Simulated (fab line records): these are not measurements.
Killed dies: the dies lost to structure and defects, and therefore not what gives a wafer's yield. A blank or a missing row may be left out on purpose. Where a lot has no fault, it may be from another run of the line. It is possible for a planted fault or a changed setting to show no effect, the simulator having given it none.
Chamber matching :: flow n5-finfet :: N5_BEOL_M5_ETCH_61 on rie-diel-05 has 4 sister chambers
The step etches SiARC in CF4, target depth 15.6 nm, time 26 s. 16 wafers are shown with their chamber, then 8 later ones without.

== EACH WAFER AND ITS CHAMBER ==
wafer: L074.2
chamber: 0
showerhead-plenum-p-Torr (Torr): 2.21
throttle-valve-pct (%): 16.04
drypump-motor-current-A (A): 6.0

wafer: L074.3
chamber: 2
showerhead-plenum-p-Torr (Torr): 2.17
throttle-valve-pct (%): 15.50
drypump-motor-current-A (A): 5.1

wafer: L074.6
chamber: 1
showerhead-plenum-p-Torr (Torr): 2.05
throttle-valve-pct (%): 15.73
drypump-motor-current-A (A): 5.5

wafer: L078.1
chamber: 0
showerhead-plenum-p-Torr (Torr): 2.21
throttle-valve-pct (%): 16.04
drypump-motor-current-A (A): 6.0

wafer: L078.2
chamber: 3
showerhead-plenum-p-Torr (Torr): 2.08
throttle-valve-pct (%): 15.37
drypump-motor-current-A (A): 5.6

wafer: L078.5
chamber: 3
showerhead-plenum-p-Torr (Torr): 2.08
throttle-valve-pct (%): 15.36
drypump-motor-current-A (A): 5.6

wafer: L082.3
chamber: 0
showerhead-plenum-p-Torr (Torr): 2.21
throttle-valve-pct (%): 16.05
drypump-motor-current-A (A): 5.9

wafer: L082.4
chamber: 3
showerhead-plenum-p-Torr (Torr): 2.08
throttle-valve-pct (%): 15.36
drypump-motor-current-A (A): 5.7

wafer: L082.5
chamber: 2
showerhead-plenum-p-Torr (Torr): 2.17
throttle-valve-pct (%): 15.50
drypump-motor-current-A (A): 5.1

wafer: L083.3
chamber: 0
showerhead-plenum-p-Torr (Torr): 2.20
throttle-valve-pct (%): 16.07
drypump-motor-current-A (A): 6.0

wafer: L083.5
chamber: 0
showerhead-plenum-p-Torr (Torr): 2.21
throttle-valve-pct (%): 16.08
drypump-motor-current-A (A): 6.0

wafer: L083.6
chamber: 3
showerhead-plenum-p-Torr (Torr): 2.08
throttle-valve-pct (%): 15.38
drypump-motor-current-A (A): 5.6

wafer: L085.3
chamber: 1
showerhead-plenum-p-Torr (Torr): 2.04
throttle-valve-pct (%): 15.80
drypump-motor-current-A (A): 5.5

wafer: L085.4
chamber: 1
showerhead-plenum-p-Torr (Torr): 2.04
throttle-valve-pct (%): 15.78
drypump-motor-current-A (A): 5.5

wafer: L085.6
chamber: 3
showerhead-plenum-p-Torr (Torr): 2.07
throttle-valve-pct (%): 15.40
drypump-motor-current-A (A): 5.6

wafer: L092.4
chamber: 3
showerhead-plenum-p-Torr (Torr): 2.07
throttle-valve-pct (%): 15.42
drypump-motor-current-A (A): 5.7

SIGNATURES (means of the wafers above)
reading: showerhead-plenum-p-Torr
chamber 0: 2.2080
chamber 1: 2.0433
chamber 2: 2.1700
chamber 3: 2.0767
scatter within a chamber: 0.00483

reading: throttle-valve-pct
chamber 0: 16.0560
chamber 1: 15.7700
chamber 2: 15.5000
chamber 3: 15.3817
scatter within a chamber: 0.0238

reading: drypump-motor-current-A
chamber 0: 5.980
chamber 1: 5.500
chamber 2: 5.100
chamber 3: 5.633
scatter within a chamber: 0.0422
Rule: distance of a wafer from a chamber = root of the sum over the readings of ((wafer's reading minus chamber's mean) / reading's scatter) squared. If the next closest chamber is less than 2 further off than the closest, the wafer can't be placed; otherwise it belongs to the closest. The scatter is the square root of a quotient: the sum, over the shown wafers, of each reading's squared deviation from its chamber's mean, divided by wafers minus chambers.

== WAFERS WITHOUT THEIR CHAMBER ==
wafer: L092.5
showerhead-plenum-p-Torr (Torr): 2.20
throttle-valve-pct (%): 16.11
drypump-motor-current-A (A): 6.0

wafer: L092.6
showerhead-plenum-p-Torr (Torr): 2.03
throttle-valve-pct (%): 15.82
drypump-motor-current-A (A): 5.5

wafer: L094.1
showerhead-plenum-p-Torr (Torr): 2.03
throttle-valve-pct (%): 15.80
drypump-motor-current-A (A): 5.5

wafer: L094.4
showerhead-plenum-p-Torr (Torr): 2.07
throttle-valve-pct (%): 15.42
drypump-motor-current-A (A): 5.7

wafer: L094.5
showerhead-plenum-p-Torr (Torr): 2.03
throttle-valve-pct (%): 15.81
drypump-motor-current-A (A): 5.5

wafer: L095.2
showerhead-plenum-p-Torr (Torr): 2.16
throttle-valve-pct (%): 15.56
drypump-motor-current-A (A): 5.1

wafer: L095.4
showerhead-plenum-p-Torr (Torr): 2.07
throttle-valve-pct (%): 15.44
drypump-motor-current-A (A): 5.6

wafer: L095.6
showerhead-plenum-p-Torr (Torr): 2.20
throttle-valve-pct (%): 16.12
drypump-motor-current-A (A): 6.0

== WHICH CHAMBER EACH ONE RAN IN ==
wafer: L092.5
from the rows above: 0
in truth: 0

wafer: L092.6
from the rows above: 1
in truth: 1

wafer: L094.1
from the rows above: 1
in truth: 1

wafer: L094.4
from the rows above: 3
in truth: 3

wafer: L094.5
from the rows above: 1
in truth: 1

wafer: L095.2
from the rows above: 2
in truth: 2

wafer: L095.4
from the rows above: 3
in truth: 3

wafer: L095.6
from the rows above: 0
in truth: 0
8 of 8 placed correctly. Left unplaced by these rows: 0. Number placed wrongly: 0.
